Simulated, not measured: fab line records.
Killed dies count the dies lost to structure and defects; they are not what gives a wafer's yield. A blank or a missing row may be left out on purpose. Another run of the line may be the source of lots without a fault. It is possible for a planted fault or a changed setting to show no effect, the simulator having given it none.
Lot-split experiment -- flow n5_finfet -- 7 lots, 39 wafers read, on a route of 1938 steps

## SPLIT DETAILS
At N5_BEOL_M15_TRENCH_ETCH_34 (etches SiO2 in C4F8/O2/Ar, target depth 872.93 nm, time 199 s), the setting time_s was moved away from the recipe's 199 s on 12 of the 39 wafers read, by -38.6% to +53.4%. For the rest of the wafers, this setting stayed at what the recipe calls for.

## FROM THE SPLIT TO THE READING: what the file shows between them, 7 steps
- N5_BEOL_M15_STRIP_36: strips in O2
- N5_BEOL_M15_ECD_47: material Cu, target thk 1860 nm
- N5_BEOL_M15_ANNEAL_48: time 90 s
- N5_BEOL_M15_CMP_49: polishes, stops on SiO2, t overpolish 4.9 s, target thk 850 nm
- N5_BEOL_M15_THK_MEAS_50: measures by xrf
- N5_BEOL_M15_PRE_CLEAN_52: time 15 s
- N5_BEOL_M15_DEP_53: deposits SiCN from 3MS/NH3, target thk 50 nm, time 17.8 s

## THE READING
M15_RS, in ohm/sq, at N5_BEOL_M15_RS_MEAS_54 (measures by four-point-probe). Typical for fault-free wafers on this fab line: 0.02167 ohm/sq, with standard deviation 0.00026 ohm/sq.

wafer,"tool, chamber at the split","time_s as run, s",against the recipe,"M15_RS, ohm/sq",against lot-mates on the recipe
L079.1,"rie_diel-01, 3",133.5,-32.9%,0.03375,+0.01209
L079.2,"rie_diel-01, 0",199,recipe,0.02156,-
L079.3,"rie_diel-01, 1",133.5,-32.9%,0.03294,+0.01128
L079.4,"rie_diel-01, 2",199,recipe,0.02149,-
L079.5,"rie_diel-01, 3",199,recipe,0.02192,-
L079.6,"rie_diel-01, 0",133.5,-32.9%,0.03313,+0.01147
L081.1,"rie_diel-02, 2",199,recipe,0.02156,-
L081.2,"rie_diel-02, 3",199,recipe,0.02151,-
L081.3,"rie_diel-02, 0",199,recipe,0.02216,-
L081.4,"rie_diel-02, 1",199,recipe,0.02168,-
L081.5,"rie_diel-02, 2",199,recipe,0.02158,-
L081.6,"rie_diel-02, 3",199,recipe,0.02166,-
L083.1,"rie_diel-04, 2",199,recipe,0.02223,-
L083.4,"rie_diel-04, 1",199,recipe,0.02148,-
L083.5,"rie_diel-04, 2",199,recipe,0.02222,-
L086.1,"rie_diel-04, 1",199,recipe,0.02155,-
L086.2,"rie_diel-04, 3",199,recipe,0.02174,-
L086.3,"rie_diel-04, 0",305.2,+53.4%,0.01396,-0.00769
L086.4,"rie_diel-04, 3",305.2,+53.4%,0.01403,-0.00762
L086.5,"rie_diel-04, 0",199,recipe,0.02167,-
L086.6,"rie_diel-04, 1",305.2,+53.4%,0.01382,-0.00783
L090.1,"rie_diel-02, 2",199,recipe,0.02146,-
L090.2,"rie_diel-02, 0",199,recipe,0.02141,-
L090.3,"rie_diel-02, 3",199,recipe,0.02173,-
L090.4,"rie_diel-02, 1",122.1,-38.6%,0.03657,+0.01504
L090.5,"rie_diel-02, 1",122.1,-38.6%,0.03636,+0.01483
L090.6,"rie_diel-02, 0",122.1,-38.6%,0.03602,+0.01449
L095.1,"rie_diel-04, 0",199,recipe,0.02163,-
L095.2,"rie_diel-04, 3",199,recipe,0.02153,-
L095.3,"rie_diel-04, 1",199,recipe,0.02159,-
L095.4,"rie_diel-04, 2",199,recipe,0.02169,-
L095.5,"rie_diel-04, 1",199,recipe,0.02147,-
L095.6,"rie_diel-04, 2",199,recipe,0.02172,-
L096.1,"rie_diel-01, 2",199,recipe,0.02164,-
L096.2,"rie_diel-01, 0",199,recipe,0.02181,-
L096.3,"rie_diel-01, 3",249.2,+25.2%,0.01744,-0.00419
L096.4,"rie_diel-01, 1",199,recipe,0.02143,-
L096.5,"rie_diel-01, 2",249.2,+25.2%,0.01713,-0.00450
L096.6,"rie_diel-01, 1",249.2,+25.2%,0.01702,-0.00461

FIT RESULTS
A straight line over all 39 wafers: M15_RS changes by -0.000245 ohm/sq for each +1% of time_s; r = -0.93; the points scatter about the line by 0.0021 ohm/sq.
The same after taking each lot's own level away (the mean of its wafers on the recipe; 39 wafers): -0.000245 ohm/sq for each +1%; r = -0.93; scatter 0.0021 ohm/sq.
According to that fit, moving time_s by its largest amount changes the reading by 0.013 ohm/sq.
The lots' own levels span 0.021533 to 0.021977 ohm/sq, that is 1.7 times the standard deviation above.
Hence the lot-to-lot level has little effect on the slope; both slopes agree.
Check: for one of the wafers moved furthest among these (+53.4%), held out of the fit, the line's prediction against its lot-mates is -0.0128 ohm/sq. It came out at -0.00769 ohm/sq against them.

## THE WHOLE CHAIN: every reading that the file lists as answering this split, in the file's order
step,what it does,reading,change (the file's fit),r (the file's)
N5_BEOL_M15_TRENCH_ETCH_34,"etches SiO2 in C4F8/O2/Ar, target depth 872.93 nm, time 199 s","etch.depth_nm (the simulator's own value, which no gauge read)",+8.68 nm for each +1% of the setting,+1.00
N5_BEOL_M15_TRENCH_ETCH_34,"etches SiO2 in C4F8/O2/Ar, target depth 872.93 nm, time 199 s","coat_of_BEOL_M15_COAT_22.thk_nm (the simulator's own value, which no gauge read)",-1.72 nm for each +1% of the setting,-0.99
N5_BEOL_M15_CMP_49,"polishes, stops on SiO2, t overpolish 4.9 s, target thk 850 nm","Cu_of_BEOL_M15_ECD_47.thk_nm (the simulator's own value, which no gauge read)",+8.7 nm for each +1% of the setting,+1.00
N5_BEOL_M15_THK_MEAS_50,measures by xrf,M15_THK,+8.88 for each +1% of the setting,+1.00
N5_BEOL_M15_RS_MEAS_54,measures by four-point-probe,M15_RS,-0.000244 for each +1% of the setting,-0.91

## FILE'S OWN FIT
M15_RS changes by -0.000244 ohm/sq for each +1% of time_s, r = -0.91.
